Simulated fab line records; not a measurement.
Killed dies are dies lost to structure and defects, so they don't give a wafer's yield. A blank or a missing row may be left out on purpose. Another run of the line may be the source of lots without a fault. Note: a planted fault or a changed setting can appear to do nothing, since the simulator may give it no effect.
Lot-split experiment + flow n5_finfet + 7 lots, 39 wafers read, on a route of 1938 steps

== ABOUT THE SPLIT ==
At N5_MOL_CONTACT_COAG_ETCHBACK_135 (etches SiO2 in CHF3, target depth 25 nm, time 16.7 s), the setting target_depth_a was moved away from the recipe's 250 angstrom on 15 of the 39 wafers read, by -48.8% to +59.3%. For the rest of the wafers, this setting stayed at what the recipe calls for.

The reading comes from the split's own step.

== THE READING ==
SOC_of_MOL_CONTACT_COAG_COAT_75.thk_nm (the simulator's own value, which no gauge read), in nm, at N5_MOL_CONTACT_COAG_ETCHBACK_135 (etches SiO2 in CHF3, target depth 25 nm, time 16.7 s). The file does not state a usual value for it. The 24 wafers here that ran the recipe average 57.6 nm, standard deviation 0.14 nm.

| wafer  | tool, chamber at the split | target_depth_a as run, angstrom | against the recipe | SOC_of_MOL_CONTACT_COAG_COAT_75.thk_nm, nm | against lot-mates on the recipe |
|--------|----------------------------|---------------------------------|--------------------|--------------------------------------------|---------------------------------|
| L074.1 | rie_diel-06, 2             | 250                             | recipe             | 57.4                                       | -                               |
| L074.2 | rie_diel-06, 0             | 370.8                           | +48.3%             | 56.2                                       | -1.3                            |
| L074.3 | rie_diel-06, 3,2           | 250                             | recipe             | 57.6                                       | -                               |
| L074.4 | rie_diel-06, 3,2           | 250                             | recipe             | 57.6                                       | -                               |
| L074.5 | rie_diel-06, 0             | 370.8                           | +48.3%             | 56                                         | -1.5                            |
| L074.6 | rie_diel-06, 3             | 370.8                           | +48.3%             | 56.4                                       | -1.1                            |
| L076.1 | rie_diel-03, 2             | 250                             | recipe             | 57.6                                       | -                               |
| L076.2 | rie_diel-03, 0             | 305                             | +22.0%             | 57                                         | -0.5                            |
| L076.3 | rie_diel-03, 3             | 305                             | +22.0%             | 56.8                                       | -0.7                            |
| L076.4 | rie_diel-03, 1             | 305                             | +22.0%             | 57.2                                       | -0.3                            |
| L076.5 | rie_diel-03, 2,1           | 250                             | recipe             | 57.4                                       | -                               |
| L076.6 | rie_diel-03, 2,1           | 250                             | recipe             | 57.4                                       | -                               |
| L080.1 | rie_diel-03, 3             | 398.3                           | +59.3%             | 56                                         | -1.5                            |
| L080.2 | rie_diel-03, 0             | 398.3                           | +59.3%             | 55.6                                       | -1.9                            |
| L080.6 | rie_diel-03, 0             | 398.3                           | +59.3%             | 55.6                                       | -1.9                            |
| L080.3 | rie_diel-03, 1             | 250                             | recipe             | 57.6                                       | -                               |
| L080.5 | rie_diel-03, 1             | 250                             | recipe             | 57.6                                       | -                               |
| L080.4 | rie_diel-03, 3             | 250                             | recipe             | 57.4                                       | -                               |
| L081.1 | rie_diel-06, 1             | 250                             | recipe             | 57.6                                       | -                               |
| L081.4 | rie_diel-06, 3             | 250                             | recipe             | 57.4                                       | -                               |
| L081.5 | rie_diel-06, 3             | 250                             | recipe             | 57.4                                       | -                               |
| L084.1 | rie_diel-03, 1             | 250                             | recipe             | 57.8                                       | -                               |
| L084.2 | rie_diel-03, 0,3           | 250                             | recipe             | 57.6                                       | -                               |
| L084.3 | rie_diel-03, 0,3           | 250                             | recipe             | 57.6                                       | -                               |
| L084.4 | rie_diel-03, 2             | 387.4                           | +55.0%             | 56                                         | -1.7                            |
| L084.5 | rie_diel-03, 1             | 387.4                           | +55.0%             | 56.4                                       | -1.3                            |
| L084.6 | rie_diel-03, 2             | 387.4                           | +55.0%             | 56.2                                       | -1.5                            |
| L087.1 | rie_diel-03, 0             | 128                             | -48.8%             | 58.6                                       | +1.1                            |
| L087.2 | rie_diel-03, 1,2           | 250                             | recipe             | 57.6                                       | -                               |
| L087.4 | rie_diel-03, 1,2           | 250                             | recipe             | 57.6                                       | -                               |
| L087.3 | rie_diel-03, 3,2           | 128                             | -48.8%             | 58.8                                       | +1.3                            |
| L087.6 | rie_diel-03, 3,2           | 128                             | -48.8%             | 58.8                                       | +1.3                            |
| L087.5 | rie_diel-03, 3             | 250                             | recipe             | 57.4                                       | -                               |
| L097.1 | rie_diel-04, 2,3           | 250                             | recipe             | 57.6                                       | -                               |
| L097.3 | rie_diel-04, 2,3           | 250                             | recipe             | 57.6                                       | -                               |
| L097.2 | rie_diel-04, 1             | 250                             | recipe             | 57.4                                       | -                               |
| L097.4 | rie_diel-04, 0,1,0         | 250                             | recipe             | 57.8                                       | -                               |
| L097.5 | rie_diel-04, 0,1,0         | 250                             | recipe             | 57.8                                       | -                               |
| L097.6 | rie_diel-04, 0,1,0         | 250                             | recipe             | 57.8                                       | -                               |
Where a row lists several chambers, the file gives one row for several wafers and doesn't say which wafer went through which chamber.

THE FIT
A straight line over all 39 wafers: SOC_of_MOL_CONTACT_COAG_COAT_75.thk_nm changes by -0.0269 nm for each +1% of target_depth_a; r = -0.98; the points scatter about the line by 0.17 nm.
The same after taking each lot's own level away (the mean of its wafers on the recipe; 39 wafers): -0.0272 nm for each +1%; r = -0.98; scatter 0.15 nm.
That fit puts the effect of the largest move of target_depth_a on the reading at 1.6 nm.
The span of the lots' own levels, 57.47 to 57.67 nm, comes to 1.5 times the standard deviation stated above.
The two slopes agree, so the slope changes little with the lot-to-lot level.
Check: -1.63 nm against its lot-mates is what the line predicts for one of the wafers moved furthest among these (+59.3%) when that wafer is left out of the fit. It came out at -1.53 nm against them.

== ADDITIONAL SPLITS CARRIED BY THESE WAFERS ==
Other splits were also applied to these wafers ahead of the reading. Each is held against what the fit with the lots' levels taken away leaves over:
| other split on the same wafers        | wafers away from the commonest value | r with SOC_of_MOL_CONTACT_COAG_COAT_75.thk_nm (lot level and that fit taken away) |
|---------------------------------------|--------------------------------------|-----------------------------------------------------------------------------------|
| N5_FIN_SAQP_SPACER1_ALD_24 ald_cycles | 18                                   | +0.04                                                                             |
| N5_STI_FIN_REVEAL_ALD_00 target_thk_a | 12                                   | -0.02                                                                             |
| N5_GATE_CUT_ETCH_58 target_depth_a    | 15                                   | -0.12                                                                             |

== FILE'S OWN FIT ==
SOC_of_MOL_CONTACT_COAG_COAT_75.thk_nm changes by -0.0273 nm for each +1% of target_depth_a, r = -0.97.
